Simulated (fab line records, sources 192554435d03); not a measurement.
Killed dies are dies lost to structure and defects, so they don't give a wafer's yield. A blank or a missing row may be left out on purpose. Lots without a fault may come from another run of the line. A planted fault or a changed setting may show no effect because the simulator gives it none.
fab line records | flow n5_finfet
record lots=23 wafers=69 last_day=18
route steps=1938 shown BEOL_M10@1505 BEOL_M11@1589 BEOL_M12@1602
lots that met no fault: from a run of the same line without faults
start_h: hours from the record's first day to the start of the lot's first wafer shown | wait_h: hours since the lot's step before | " the same as in the row above | L1.1+2: a row that stands for several wafers | - no value, or no start given | * or withheld: withheld | < > ~ a bound
route shown NAME@n: a module of which the file shows steps, and the number in the route of the first | usual: mean/standard deviation of fault-free wafers | same: alike in all rows | chamber/n: place in a boat | sites: the reading at each site | _std_site: their standard deviation | _edge_site: outer sites' mean less inner sites' | radius_mm: how far each site lies from the wafer's centre | mask NAME#n: copy n | behind: the tool/chamber that last shaped the wafer | hold: why the lot was held/for how many hours/how that ended | device: the transistor (n, p or np) that didn't switch | end of line: the same wafers' tests at the end of the route | a step without rows: its recipe alone | killed: dies lost to structure and defects at the first sort, not the wafer's yield | map: a wafer's dies, x killed, . not, _ none there
set.NAME: the setting as run; set.NAME@STEP: as run at that earlier step | model.NAME: the simulator's own value behind a step, which no gauge read
steps of the route over a sample of lots; a table a step, a row a wafer
services: from which hour (start_h, from the record's first day; less than 0 if before it) a tool's chamber was out of use, for how many hours, and why
## steps
# step N5_BEOL_M10_DESCUM_33
# recipe chemistry=O2 time_s=7.9 source_power_w=50 bias_power_w=20 pressure_mtorr=20 rf_frequency_hz=2.712e+07 temp_c=40 resist=CAR-ArF o2_flow_sccm=225
# usual drypump_motor_current_A=5.9/0.41 oes_product_au=0.78/0.084 rf_vpp_V=243.0/1.1 showerhead_plenum_p_Torr=2.08/0.057 throttle_valve_pct=20.51/0.24
# columns lot.wafer tool chamber start_h wait_h drypump_motor_current_A oes_product_au rf_hours_counter_h rf_vpp_V showerhead_plenum_p_Torr throttle_valve_pct
L074.1 rie_diel-04 0 225.40 0.0 5.3 0.70 220 244.3 2.06 20.41
L074.3 " 3 " " 5.6 0.97 7 243.6 2.15 20.58
L074.4 " 1 " " 5.6 0.79 106 241.8 2.09 20.55
L077.1 rie_diel-04 0 227.70 0.0 5.3 0.69 221 242.9 2.06 20.40
L077.4 " 3 " " 5.6 0.97 7 241.1 2.15 20.59
L077.5 " 1 " " 5.6 0.79 - 242.3 2.09 20.55
L075.2 rie_diel-01 0 228.01 0.0 5.9 0.73 189 241.9 1.98 20.21
L075.5 " 2 " " 5.6 0.75 - 242.0 2.02 20.62
L075.6 " 3 " " 6.7 0.69 - 244.9 2.15 20.78
L076.1 rie_diel-01 1 234.66 0.0 6.2 0.82 95 244.1 2.13 20.72
L076.2 " 2 " " 5.6 0.75 130 243.3 2.02 20.62
L076.4 " 3 " " 6.7 0.68 252 244.0 2.15 20.78
L078.3 rie_diel-04 3 249.69 0.1 5.6 0.94 15 244.9 2.15 20.59
L078.4 " 0 " " 5.3 0.68 228 242.7 2.06 20.40
L078.5 " 1 " " 5.6 0.78 - 244.8 2.09 20.56
L080.2 rie_diel-01 2 257.47 0.0 5.6 0.74 141 242.4 2.01 20.65
L080.5 " 1 " " 6.2 0.82 - 242.5 2.12 20.76
L080.6 " 0 " " 5.9 0.72 - 241.3 1.98 20.23
L081.1 rie_diel-01 0 265.38 0.1 5.9 0.72 206 241.7 1.97 20.23
L081.3 " 1 " " 6.1 0.81 109 243.4 2.12 20.76
L081.4 " 1 " " 6.2 0.81 - 243.3 2.12 20.75
L082.2 rie_diel-04 2 282.37 0.3 6.0 0.76 139 244.7 2.08 20.10
L082.4 " 1 " " 5.6 0.78 127 242.2 2.09 20.58
L082.5 " 3 " " 5.6 0.92 - 243.6 2.14 20.62
L083.1 rie_diel-04 1 286.59 1.0 5.5 0.78 129 243.9 2.09 20.58
L083.4 " 3 " " 5.6 0.91 29 244.2 2.14 20.61
L083.5 " 1 " " 5.5 0.77 - 242.4 2.09 20.58
L084.1 rie_diel-02 0 287.37 1.4 6.2 0.82 59 244.4 2.13 20.41
L084.5 " 2 " " 6.6 0.72 - 242.8 2.17 20.88
L084.6 " 3 " " 5.2 0.68 - 241.7 2.08 20.40
L085.2 rie_diel-02 1 296.79 0.2 5.8 0.72 193 242.3 2.08 20.64
L085.3 " 2 " " 6.6 0.72 212 241.9 2.17 20.89
L085.4 " 0 " " 6.1 0.83 64 243.4 2.13 20.41
L086.1 rie_diel-01 0 302.66 0.0 5.9 0.71 213 242.6 1.97 20.23
L086.3 " 1 " " 6.1 0.81 115 243.4 2.12 20.77
L086.5 " 1 " " 6.2 0.80 - 245.0 2.12 20.77
L089.1 rie_diel-02 0 309.17 0.0 6.2 0.82 69 242.5 2.13 20.44
L089.4 " 2 " " 6.7 0.72 217 242.7 2.16 20.90
L089.5 " 3 " " 5.2 0.68 - 243.3 2.08 20.40
L088.1 rie_diel-01 0 311.87 0.0 5.9 0.71 216 241.7 1.97 20.24
L088.2 " 1 " " 6.2 0.80 118 242.6 2.12 20.77
L088.5 " 0 " " 5.9 0.71 - 241.6 1.97 20.27
L087.1 rie_diel-01 2 312.33 0.3 5.5 0.72 155 241.2 2.01 20.66
L087.5 " 3 " " 6.7 0.97 - 245.0 2.14 20.44
L087.6 " 0 " " 5.9 0.70 - 242.4 1.97 20.26
L090.2 rie_diel-01 0 328.26 0.0 5.9 0.71 222 241.5 1.97 20.25
L090.3 " 3 " " 6.7 0.96 16 243.3 2.14 20.44
L090.5 " 1 " " 6.2 0.79 - 243.7 2.12 20.80
L092.2 rie_diel-04 2 333.46 0.0 6.0 0.73 160 242.3 2.08 20.14
L092.4 " 0 " " 5.3 0.96 4 243.8 2.05 19.96
L092.5 " 0 " " 5.3 0.96 - 243.7 2.05 19.95
L093.3 rie_diel-02 0 333.62 0.0 6.2 0.82 80 242.8 2.12 20.42
L093.5 " 3 " " 5.2 0.68 - 242.5 2.07 20.41
L093.6 " 0 " " 6.2 0.82 - 244.0 2.12 20.43
L094.2 rie_diel-04 0 344.52 0.0 5.3 0.94 8 241.6 2.04 19.98
L094.3 " 1 " " 5.5 0.75 152 243.3 2.08 20.62
L094.5 " 0 " " 5.3 0.95 - 241.2 2.04 19.96
L095.1 rie_diel-02 0 354.17 0.0 6.2 0.81 90 244.3 2.12 20.44
L095.4 " 2 " " 6.6 0.71 - 243.9 2.16 20.94
L095.6 " 0 " " 6.2 0.80 - 242.2 2.12 20.46
L096.2 rie_diel-04 1 359.36 0.4 5.6 0.74 158 242.6 2.08 20.63
L096.4 " 0 " " 5.3 0.90 14 241.7 2.04 19.99
L096.5 " 0 " " 5.2 0.91 - 241.9 2.04 19.98
L097.3 rie_diel-02 1 359.44 0.4 5.8 0.71 220 244.0 2.07 20.68
L097.5 " 1 " " 5.8 0.72 - 242.3 2.07 20.68
L097.6 " 2 " " 6.6 0.69 - 246.0 2.16 20.94
L091.3 rie_diel-01 0 375.35 0.0 5.9 0.68 239 243.0 1.96 20.28
L091.4 " 1 " " 6.2 0.78 136 242.6 2.11 20.80
L091.5 " 2 " " 5.6 0.71 - 241.3 2.00 20.70
# step N5_BEOL_M10_SPUTTER_48
# recipe material=Cu target_thk_a=120 temp_c=-20 bias_v=60 power_w=26000 chamber_pressure_pa=0.13 time_s=2
# usual chamber_pressure_pa=0.12999/0.00025 susceptor_temp_C=-20.01/0.12 throttle_valve_pct=29.9/0.95
# columns lot.wafer tool chamber start_h wait_h chamber_pressure_pa susceptor_temp_C throttle_valve_pct
L074.1 pvd_sputter-02 - 227.61 0.3 0.13007 -19.97 28.9
L074.3 " - " " 0.13046 -20.10 29.9
L074.4 " - " " 0.13004 -20.14 29.2
L077.1 pvd_sputter-01 - 229.94 0.1 0.12997 -20.23 29.7
L077.4 " - " " 0.1305 -19.84 29.6
L077.5 " - " " 0.13014 -19.90 29.5
L075.2 pvd_sputter-01 - 230.02 0.1 0.13025 -20.03 31.6
L075.5 " - " " 0.12941 -19.97 29.8
L075.6 " - " " 0.12977 -20.02 31.2
L076.1 pvd_sputter-01 - 238.32 1.5 0.12984 -19.89 30.5
L076.2 " - " " 0.13052 -19.90 29.4
L076.4 " - " " 0.13017 -20.07 31.8
L078.3 pvd_sputter-03 - 253.13 0.1 0.13007 -20.03 29.3
L078.4 " - " " 0.13057 -20.09 30.8
L078.5 " - " " 0.12976 -19.94 28.3
L080.2 pvd_sputter-03 - 259.61 0.2 0.12983 -20.17 30.9
L080.5 " - " " 0.12999 -20.10 30.5
L080.6 " - " " 0.13003 -19.95 29.4
L081.1 pvd_sputter-01 - 268.05 0.1 0.1297 -20.14 30.0
L081.3 " - " " 0.12992 -19.68 31.6
L081.4 " - " " 0.13028 -19.78 29.6
L082.2 pvd_sputter-03 - 284.19 0.1 0.13026 -20.04 30.6
L082.4 " - " " 0.13017 -20.11 28.9
L082.5 " - " " 0.12991 -20.12 31.4
L083.1 pvd_sputter-03 - 289.68 0.1 0.13034 -20.07 28.4
L083.4 " - " " 0.12998 -19.99 29.3
L083.5 " - " " 0.13011 -19.80 29.0
L084.1 pvd_sputter-03 - 289.89 0.1 0.13009 -20.14 31.1
L084.5 " - " " 0.12982 -20.05 30.9
L084.6 " - " " 0.12991 -19.84 28.4
L085.2 pvd_sputter-02 - 300.28 0.2 0.12974 -19.90 29.6
L085.3 " - " " 0.1302 -20.02 28.9
L085.4 " - " " 0.12959 -20.06 29.3
L086.1 pvd_sputter-03 - 304.47 0.1 0.12998 -20.11 28.1
L086.3 " - " " 0.12955 -20.00 31.1
L086.5 " - " " 0.13004 -20.02 30.9
L089.1 pvd_sputter-02 - 311.33 0.5 0.12957 -20.04 30.4
L089.4 " - " " 0.1297 -19.89 29.3
L089.5 " - " " 0.13028 -19.82 30.3
L088.1 pvd_sputter-01 - 313.88 0.1 0.13011 -19.92 30.8
L088.2 " - " " 0.13023 -20.09 29.7
L088.5 " - " " 0.13011 -20.08 29.9
L087.1 pvd_sputter-01 - 314.90 0.2 0.12999 -20.24 31.7
L087.5 " - " " 0.13006 -19.98 30.0
L087.6 " - " " 0.12995 -20.02 29.5
L090.2 pvd_sputter-03 - 330.82 0.2 0.13008 -20.15 31.4
L090.3 " - " " 0.13012 -20.04 29.2
L090.5 " - " " 0.12992 -20.32 28.5
L092.2 pvd_sputter-02 - 338.00 0.1 0.13015 -19.90 29.2
L092.4 " - " " 0.12991 -20.22 29.4
L092.5 " - " " 0.12973 -19.96 28.8
L093.3 pvd_sputter-02 - 338.18 0.3 0.12993 -19.92 29.0
L093.5 " - " " 0.13013 -20.01 28.9
L093.6 " - " " 0.13015 -19.97 29.4
L094.2 pvd_sputter-03 - 347.19 0.1 0.13012 -20.01 30.9
L094.3 " - " " 0.12993 -20.01 28.4
L094.5 " - " " 0.12981 -20.14 30.8
L095.1 pvd_sputter-03 - 356.25 0.1 0.13031 -19.94 28.7
L095.4 " - " " 0.13001 -19.70 31.2
L095.6 " - " " 0.12999 -20.00 29.3
L097.3 pvd_sputter-02 - 361.18 0.1 0.1302 -20.02 29.1
L097.5 " - " " 0.13004 -19.98 29.1
L097.6 " - " " 0.12988 -19.94 29.1
L096.2 pvd_sputter-02 - 361.35 0.1 0.12991 -20.00 29.1
L096.4 " - " " 0.13005 -20.10 29.3
L096.5 " - " " 0.13012 -19.86 29.0
L091.3 pvd_sputter-03 - 377.12 0.1 0.13 -19.85 29.2
L091.4 " - " " 0.13008 -20.16 28.5
L091.5 " - " " 0.1299 -20.23 30.7
# step N5_BEOL_M11_PRE_CLEAN_45
# recipe gas=H2/He time_s=30 temp_c=250
# usual heater_power_w=323/38 susceptor_temp_C=250.00/0.18
# columns lot.wafer tool chamber start_h wait_h heater_power_w susceptor_temp_C
L074.1 pvd_sputter-01 - 233.56 0.0 375 250.04
L074.3 " - " " 309 249.89
L074.4 " - " " 319 250.02
L077.1 pvd_sputter-03 - 235.50 0.0 279 250.23
L077.4 " - " " 313 250.27
L077.5 " - " " 274 249.79
L075.2 pvd_sputter-01 - 235.66 0.0 304 249.81
L075.5 " - " " 300 250.03
L075.6 " - " " 319 249.85
L076.1 pvd_sputter-03 - 248.38 0.0 282 249.99
L076.2 " - " " 311 250.09
L076.4 " - " " 338 250.17
L078.3 pvd_sputter-03 - 258.53 0.0 310 249.92
L078.4 " - " " 320 249.59
L078.5 " - " " 325 249.79
L080.2 pvd_sputter-02 - 269.76 0.0 314 249.90
L080.5 " - " " 415 250.32
L080.6 " - " " 291 250.04
L081.1 pvd_sputter-02 - 276.10 0.0 422 249.83
L081.3 " - " " 295 249.84
L081.4 " - " " 307 249.87
L082.2 pvd_sputter-03 - 290.87 0.0 276 250.07
L082.4 " - " " 306 250.21
L082.5 " - " " 267 249.82
L083.1 pvd_sputter-02 - 294.69 0.0 306 249.84
L083.4 " - " " 306 249.72
L083.5 " - " " 306 249.93
L084.1 pvd_sputter-02 - 295.57 0.0 300 250.20
L084.5 " - " " 405 249.97
L084.6 " - " " 305 250.08
L085.2 pvd_sputter-02 - 309.19 0.0 302 249.84
L085.3 " - " " 410 249.96
L085.4 " - " " 319 250.16
L086.1 pvd_sputter-01 - 312.72 0.0 371 250.09
L086.3 " - " " 316 249.89
L086.5 " - " " 374 249.92
L089.1 pvd_sputter-03 - 318.48 0.0 271 249.90
L089.4 " - " " 328 249.92
L089.5 " - " " 326 250.03
L088.1 pvd_sputter-01 - 322.04 0.0 310 250.04
L088.2 " - " " 380 250.00
L088.5 " - " " 312 249.96
L087.1 pvd_sputter-01 - 323.74 0.0 308 249.95
L087.5 " - " " 312 249.75
L087.6 " - " " 379 250.05
L090.2 pvd_sputter-02 - 338.74 0.0 315 250.18
L090.3 " - " " 303 249.85
L090.5 " - " " 423 250.19
L093.3 pvd_sputter-02 - 345.91 0.0 417 250.37
L093.5 " - " " 301 250.08
L093.6 " - " " 310 249.71
L092.2 pvd_sputter-03 - 346.87 0.0 330 249.78
L092.4 " - " " 334 249.99
L092.5 " - " " 308 249.89
L094.2 pvd_sputter-02 - 354.97 0.0 314 250.06
L094.3 " - " " 318 250.04
L094.5 " - " " 296 250.09
L095.1 pvd_sputter-02 - 364.20 0.0 313 250.28
L095.4 " - " " 297 250.16
L095.6 " - " " 404 250.18
L097.3 pvd_sputter-02 - 367.86 0.0 313 250.05
L097.5 " - " " 313 249.90
L097.6 " - " " 308 250.08
L096.2 pvd_sputter-03 - 368.16 0.0 326 249.98
L096.4 " - " " 333 250.11
L096.5 " - " " 297 249.94
L091.3 pvd_sputter-03 - 386.50 0.0 312 249.98
L091.4 " - " " 336 250.01
L091.5 " - " " 328 249.88
# step N5_BEOL_M11_SPUTTER_48
# recipe material=Cu target_thk_a=120 temp_c=-20 bias_v=60 power_w=26000 chamber_pressure_pa=0.13 time_s=2
# usual chamber_pressure_pa=0.12998/0.00028 susceptor_temp_C=-20.00/0.11 throttle_valve_pct=29.8/0.92
# columns lot.wafer tool chamber start_h wait_h chamber_pressure_pa susceptor_temp_C throttle_valve_pct
L074.1 pvd_sputter-02 - 234.13 0.1 0.13011 -19.68 28.9
L074.3 " - " " 0.12998 -19.83 30.5
L074.4 " - " " 0.13013 -20.04 29.5
L077.1 pvd_sputter-01 - 236.22 0.1 0.12989 -19.96 29.7
L077.4 " - " " 0.13002 -20.16 29.8
L077.5 " - " " 0.13004 -20.23 29.7
L075.2 pvd_sputter-03 - 236.24 0.1 0.13006 -20.02 31.3
L075.5 " - " " 0.13008 -20.23 29.1
L075.6 " - " " 0.12991 -20.01 31.1
L076.1 pvd_sputter-02 - 249.74 0.1 0.13007 -19.98 29.3
L076.2 " - " " 0.12993 -19.97 29.5
L076.4 " - " " 0.12998 -20.00 28.8
L078.3 pvd_sputter-01 - 259.59 0.2 0.13049 -19.87 31.7
L078.4 " - " " 0.12985 -20.10 29.9
L078.5 " - " " 0.12978 -19.89 30.4
L080.2 pvd_sputter-01 - 270.39 0.1 0.13008 -19.94 29.5
L080.5 " - " " 0.13027 -20.09 32.0
L080.6 " - " " 0.13002 -20.16 29.9
L081.1 pvd_sputter-02 - 276.96 0.1 0.13042 -19.92 28.7
L081.3 " - " " 0.12959 -20.10 29.2
L081.4 " - " " 0.13009 -20.04 29.4
L082.2 pvd_sputter-03 - 291.89 0.2 0.1302 -19.84 29.2
L082.4 " - " " 0.12995 -20.06 31.2
L082.5 " - " " 0.13012 -20.10 28.6
L083.1 pvd_sputter-02 - 295.45 0.1 0.13032 -20.07 28.9
L083.4 " - " " 0.13006 -19.78 30.0
L083.5 " - " " 0.13012 -20.02 29.2
L084.1 pvd_sputter-02 - 296.41 0.1 0.13023 -19.87 29.1
L084.5 " - " " 0.12985 -20.09 30.6
L084.6 " - " " 0.13039 -20.01 29.3
L085.2 pvd_sputter-03 - 309.74 0.1 0.13022 -19.96 31.4
L085.3 " - " " 0.1299 -19.84 29.3
L085.4 " - " " 0.12963 -20.01 30.7
L086.1 pvd_sputter-01 - 313.52 0.1 0.12998 -19.97 29.4
L086.3 " - " " 0.13016 -19.95 29.5
L086.5 " - " " 0.12975 -20.07 30.6
L089.1 pvd_sputter-01 - 319.12 0.1 0.13008 -20.04 31.5
L089.4 " - " " 0.13039 -20.01 30.7
L089.5 " - " " 0.13028 -19.95 30.7
L088.1 pvd_sputter-01 - 322.80 0.1 0.12972 -19.84 29.6
L088.2 " - " " 0.12987 -19.87 29.8
L088.5 " - " " 0.12968 -19.85 29.6
L087.1 pvd_sputter-02 - 325.77 1.2 0.12953 -19.84 29.4
L087.5 " - " " 0.12975 -20.16 30.5
L087.6 " - " " 0.13013 -19.95 29.1
L090.2 pvd_sputter-03 - 339.44 0.2 0.12946 -20.19 28.5
L090.3 " - " " 0.1299 -20.23 29.2
L090.5 " - " " 0.12974 -20.09 29.3
L093.3 pvd_sputter-03 - 346.91 0.1 0.13008 -19.99 31.3
L093.5 " - " " 0.13035 -20.00 30.9
L093.6 " - " " 0.13013 -20.13 29.1
L092.2 pvd_sputter-03 - 347.45 0.1 0.1304 -20.01 29.3
L092.4 " - " " 0.1302 -19.98 28.3
L092.5 " - " " 0.12941 -20.04 31.3
L094.2 pvd_sputter-03 - 355.61 0.1 0.13026 -19.82 31.1
L094.3 " - " " 0.13012 -19.87 28.4
L094.5 " - " " 0.12967 -20.04 30.7
L095.1 pvd_sputter-02 - 364.78 0.1 0.12976 -19.92 29.0
L095.4 " - " " 0.13092 -19.97 29.4
L095.6 " - " " 0.13028 -20.09 30.4
L097.3 pvd_sputter-02 - 368.42 0.1 0.12989 -20.11 29.1
L097.5 " - " " 0.1293 -19.80 29.5
L097.6 " - " " 0.13003 -20.00 29.1
L096.2 pvd_sputter-02 - 368.78 0.1 0.12996 -20.02 30.3
L096.4 " - " " 0.13003 -19.98 28.9
L096.5 " - " " 0.12987 -20.04 28.9
L091.3 pvd_sputter-03 - 387.12 0.1 0.13005 -19.87 28.4
L091.4 " - " " 0.12993 -20.13 29.2
L091.5 " - " " 0.12959 -19.89 30.5
# step N5_BEOL_M12_ILD_DEP_00
# recipe material=SiOC target_thk_a=6589.2 temp_c=350 precursor=DEMS/O2 pressure_torr=5 rf_w=500 time_s=130.7
# usual heater_power_w=529/52 showerhead_plenum_p_Torr=5.692/0.011 susceptor_temp_C=350.00/0.22 throttle_valve_pct=11.7/0.62
# columns lot.wafer tool chamber start_h wait_h heater_power_w showerhead_plenum_p_Torr susceptor_temp_C throttle_valve_pct
L074.1 pecvd-04 2 235.23 0.0 433 5.692 349.54 11.0
L074.3 " 1 " " 524 5.693 350.05 11.3
L074.4 " 2 " " 453 5.694 349.87 11.2
L077.1 pecvd-01 0 237.26 0.0 439 5.709 349.90 12.0
L077.4 " 2 " " 577 5.698 350.23 10.9
L077.5 " 1 " " 499 5.670 350.04 12.1
L075.2 pecvd-03 1 237.52 0.0 517 5.678 349.84 12.8
L075.5 " 2 " " 607 5.703 350.15 10.5
L075.6 " 0 " " 606 5.684 350.10 11.9
L076.1 pecvd-01 1 251.06 0.0 539 5.680 350.00 11.6
L076.2 " 2 " " 580 5.701 350.40 11.0
L076.4 " 2 " " 460 5.700 349.90 11.1
L078.3 pecvd-01 2 261.30 0.1 481 5.702 349.93 10.8
L078.4 " 0 " " 492 5.701 349.84 11.9
L078.5 " 2 " " 527 5.704 350.10 10.8
L080.2 pecvd-01 2 271.40 0.0 591 5.697 350.39 10.8
L080.5 " 0 " " 514 5.704 349.92 12.1
L080.6 " 2 " " 476 5.702 349.92 10.8
L081.1 pecvd-03 2 277.96 0.0 630 5.702 350.40 10.5
L081.3 " 0 " " 615 5.679 350.02 11.7
L081.4 " 2 " " 500 5.702 350.48 10.8
L082.2 pecvd-03 0 293.14 0.0 598 5.686 350.04 11.9
L082.4 " 1 " " 559 5.696 349.94 12.8
L082.5 " 2 " " 630 5.678 350.52 10.6
L083.1 pecvd-04 2 296.46 0.0 454 5.697 349.81 11.2
L083.4 " 0 " " 505 5.683 349.69 12.1
L083.5 " 2 " " 479 5.680 349.70 11.3
L084.1 pecvd-03 2 297.42 0.0 533 5.692 349.60 10.7
L084.5 " 0 " " 494 5.700 350.13 12.0
L084.6 " 1 " " 523 5.690 350.19 12.9
L085.2 pecvd-01 0 310.75 0.0 443 5.685 349.68 12.1
L085.3 " 1 " " 542 5.666 350.08 12.1
L085.4 " 1 " " 565 5.678 349.98 11.8
L086.1 pecvd-04 0 314.52 0.0 456 5.694 349.69 12.1
L086.3 " 1 " " 553 5.691 350.23 11.4
L086.5 " 1 " " 586 5.709 349.99 11.6
L089.1 pecvd-03 2 320.25 0.0 617 5.693 350.29 10.6
L089.4 " 2 " " 508 5.676 350.26 10.5
L089.5 " 1 " " 545 5.690 350.38 12.6
L088.1 pecvd-01 1 323.98 0.0 601 5.678 350.01 11.6
L088.2 " 2 " " 597 5.706 349.97 10.9
L088.5 " 0 " " 510 5.703 350.20 12.0
L087.1 pecvd-04 0 327.08 0.0 503 5.678 350.21 12.3
L087.5 " 2 " " 495 5.696 350.24 11.4
L087.6 " 1 " " 570 5.701 349.54 11.3
L090.2 pecvd-04 2 340.78 0.0 496 5.671 349.88 11.6
L090.3 " 0 " " 522 5.681 349.84 12.1
L090.5 " 0 " " 432 5.686 349.96 11.9
L093.3 pecvd-04 2 348.19 0.0 440 5.685 350.06 11.5
L093.5 " 2 " " 462 5.695 349.97 11.5
L093.6 " 1 " " 566 5.714 349.84 11.2
L092.2 pecvd-01 1 348.85 0.0 511 5.681 349.69 11.9
L092.4 " 1 " " 549 5.690 349.83 11.9
L092.5 " 2 " " 481 5.719 350.26 11.0
L094.2 pecvd-04 2 356.62 0.0 459 5.693 350.07 11.5
L094.3 " 0 " " 525 5.685 350.16 12.1
L094.5 " 2 " " 472 5.685 350.27 11.4
L095.1 pecvd-01 2 365.79 0.0 584 5.701 350.26 11.0
L095.4 " 2 " " 596 5.711 349.95 10.6
L095.6 " 1 " " 585 5.679 349.70 12.1
L097.3 pecvd-04 1 369.48 0.0 462 5.709 349.91 11.3
L097.5 " 2 " " 453 5.686 350.00 11.4
L097.6 " 1 " " 524 5.704 349.84 11.3
L096.2 pecvd-01 1 369.79 0.0 546 5.668 349.88 11.8
L096.4 " 2 " " 518 5.706 350.21 11.0
L096.5 " 0 " " 504 5.699 350.37 12.3
L091.3 pecvd-03 2 388.25 0.1 598 5.699 349.73 10.7
L091.4 " 1 " " 508 5.702 350.29 12.8
L091.5 " 2 " " 626 5.674 349.93 10.7
# step N5_BEOL_M12_VIA_ETCH_16
# recipe chemistry=C4F8/O2/Ar target=SiOC pressure_mtorr=30 source_w=3000 bias_w=700 Ar_flow_sccm=400 C4F8_flow_sccm=15 O2_flow_sccm=8 he_inner_torr=15 he_outer_torr=30 target_depth_a=7248 time_s=withheld ion_energy_ev=250 ends=cleared
# usual drypump_motor_current_A=5.8/0.44 oes_product_au=0.71/0.084 rf_vpp_V=665.0/2.2 showerhead_plenum_p_Torr=3.41/0.09 throttle_valve_pct=24.29/0.24
# columns lot.wafer tool chamber start_h wait_h drypump_motor_current_A oes_product_au rf_vpp_V showerhead_plenum_p_Torr throttle_valve_pct
L074.1 rie_diel-02 2 235.85 0.0 6.6 0.66 668.1 3.57 24.77
L074.3 " 3 " " 5.2 0.63 664.6 3.41 24.18
L074.4 " 1 " " 5.8 0.68 664.7 3.43 24.47
L077.1 rie_diel-01 2 237.99 0.0 5.6 0.68 661.9 3.27 24.19
L077.4 " 0 " " 5.9 0.65 660.7 3.26 24.04
L077.5 " 0 " " 5.9 0.65 662.5 3.26 24.04
L075.2 rie_diel-04 0 238.39 0.0 5.3 0.62 664.1 3.39 24.25
L075.5 " 0 " " 5.3 0.62 664.1 3.39 24.25
L075.6 " 1 " " 5.5 0.71 665.2 3.45 24.50
L076.1 rie_diel-02 2 251.72 0.0 6.6 0.66 667.0 3.56 24.78
L076.2 " 3 " " 5.2 0.63 663.5 3.41 24.18
L076.4 " 1 " " 5.8 0.68 665.2 3.42 24.46
L078.3 rie_diel-01 2 261.91 0.0 5.6 0.68 661.8 3.26 24.22
L078.4 " 2 " " 5.6 0.68 662.4 3.26 24.21
L078.5 " 0 " " 5.8 0.64 661.8 3.25 24.05
L080.2 rie_diel-04 2 272.14 0.0 5.9 0.70 665.8 3.43 23.97
L080.5 " 3 " " 5.6 0.83 667.8 3.50 24.39
L080.6 " 2 " " 6.0 0.69 664.1 3.43 23.99
L081.1 rie_diel-04 2 278.57 0.0 6.0 0.69 666.9 3.43 23.96
L081.3 " 1 " " 5.5 0.70 664.3 3.44 24.53
L081.4 " 0 " " 5.3 0.60 663.0 3.39 24.25
L082.2 rie_diel-04 0 293.75 0.0 5.3 0.61 663.9 3.38 24.27
L082.4 " 2 " " 6.0 0.69 664.6 3.42 23.99
L082.5 " 0 " " 5.3 0.60 663.1 3.38 24.28
L083.1 rie_diel-01 2 297.09 0.0 5.6 0.67 661.0 3.26 24.22
L083.4 " 3 " " 6.8 0.89 667.8 3.50 24.27
L083.5 " 3 " " 6.8 0.89 668.0 3.50 24.25
L084.1 rie_diel-02 2 298.05 0.0 6.6 0.64 667.0 3.55 24.82
L084.5 " 2 " " 6.6 0.65 667.2 3.55 24.81
L084.6 " 3 " " 5.2 0.61 665.5 3.40 24.18
L085.2 rie_diel-02 1 311.42 0.0 5.8 0.66 664.9 3.41 24.48
L085.3 " 2 " " 6.6 0.64 669.3 3.55 24.81
L085.4 " 0 " " 6.2 0.74 666.4 3.49 24.33
L086.1 rie_diel-04 2 315.21 0.0 6.0 0.67 664.6 3.42 23.99
L086.3 " 3 " " 5.6 0.81 667.4 3.49 24.40
L086.5 " 1 " " 5.5 0.68 665.3 3.43 24.52
L089.1 rie_diel-01 3 320.86 0.0 6.7 0.86 666.5 3.50 24.30
L089.4 " 3 " " 6.7 0.87 668.3 3.50 24.28
L089.5 " 2 " " 5.6 0.65 664.0 3.25 24.23
L088.1 rie_diel-04 0 324.59 0.0 5.3 0.88 664.3 3.38 23.88
L088.2 " 1 " " 5.5 0.67 666.1 3.43 24.54
L088.5 " 3 " " 5.6 0.80 668.0 3.49 24.41
L087.1 rie_diel-04 1 327.70 0.0 5.5 0.67 665.2 3.43 24.55
L087.5 " 3 " " 5.6 0.80 668.0 3.49 24.42
L087.6 " 2 " " 6.0 0.67 664.0 3.41 23.99
L090.2 rie_diel-01 1 342.11 0.0 6.1 0.72 666.7 3.43 24.43
L090.3 " 0 " " 5.9 0.63 660.9 3.24 24.07
L090.5 " 0 " " 5.9 0.63 659.9 3.24 24.07
L093.3 rie_diel-01 3 348.80 0.0 6.7 0.84 666.9 3.49 24.28
L093.5 " 1 " " 6.2 0.72 665.2 3.43 24.42
L093.6 " 2 " " 5.6 0.65 660.3 3.25 24.23
L092.2 rie_diel-01 0 349.46 0.0 5.9 0.63 661.1 3.24 24.07
L092.4 " 2 " " 5.6 0.65 661.3 3.25 24.24
L092.5 " 3 " " 6.7 0.85 666.9 3.49 24.29
L094.2 rie_diel-04 0 357.23 0.0 5.3 0.83 663.2 3.37 23.92
L094.3 " 2 " " 6.0 0.66 664.9 3.41 24.01
L094.5 " 1 " " 5.5 0.67 665.3 3.43 24.55
L095.1 rie_diel-02 1 366.40 0.0 5.9 0.64 664.7 3.40 24.52
L095.4 " 3 " " 5.2 0.91 665.2 3.39 23.93
L095.6 " 2 " " 6.6 0.62 667.9 3.54 24.83
L097.3 rie_diel-04 2 370.09 0.0 6.0 0.66 665.1 3.41 24.02
L097.5 " 2 " " 6.0 0.66 665.3 3.41 24.02
L097.6 " 3 " " 5.6 0.78 666.5 3.48 24.43
L096.2 rie_diel-04 2 370.40 0.0 6.0 0.66 665.1 3.41 24.00
L096.4 " 0 " " 5.3 0.82 663.3 3.37 23.91
L096.5 " 0 " " 5.3 0.82 663.8 3.37 23.92
L091.3 rie_diel-01 3 388.86 0.0 6.6 0.81 667.8 3.49 24.30
L091.4 " 0 " " 5.9 0.62 659.2 3.23 24.10
L091.5 " 3 " " 6.7 0.82 666.4 3.49 24.31
## services
# columns tool chamber start_h hours kind
pvd_sputter-02 - 205.02 2.0 repair
pecvd-03 1 218.34 4.4 repair
pecvd-04 2 237.47 1.8 repair
rie_diel-01 3 242.29 6.0 repair
pvd_sputter-01 - 246.25 3.0 repair
pecvd-01 0 248.25 4.4 repair
pecvd-01 1 260.05 5.9 repair
rie_diel-01 1 269.22 5.2 repair
pecvd-03 - 273.89 2.8 pm
rie_diel-01 - 280.26 14.6 pm
rie_diel-04 0 305.44 - clean
rie_diel-04 0 305.44 - consumable_replace:focus_ring
rie_diel-04 0 305.44 17.7 scheduled_down
rie_diel-04 0 305.44 17.7 vent_cycle
rie_diel-01 1 315.35 8.1 repair
rie_diel-02 1 318.16 4.5 repair
rie_diel-02 3 322.29 6.9 repair
pvd_sputter-01 - 335.05 1.8 repair
pvd_sputter-01 - 354.34 9.6 repair
pvd_sputter-01 - 366.21 1.5 repair
rie_diel-02 1 372.11 5.3 repair
rie_diel-01 2 372.55 2.4 repair
pecvd-04 1 378.30 10.9 repair
rie_diel-02 - 382.23 3.2 repair
## key
fault none
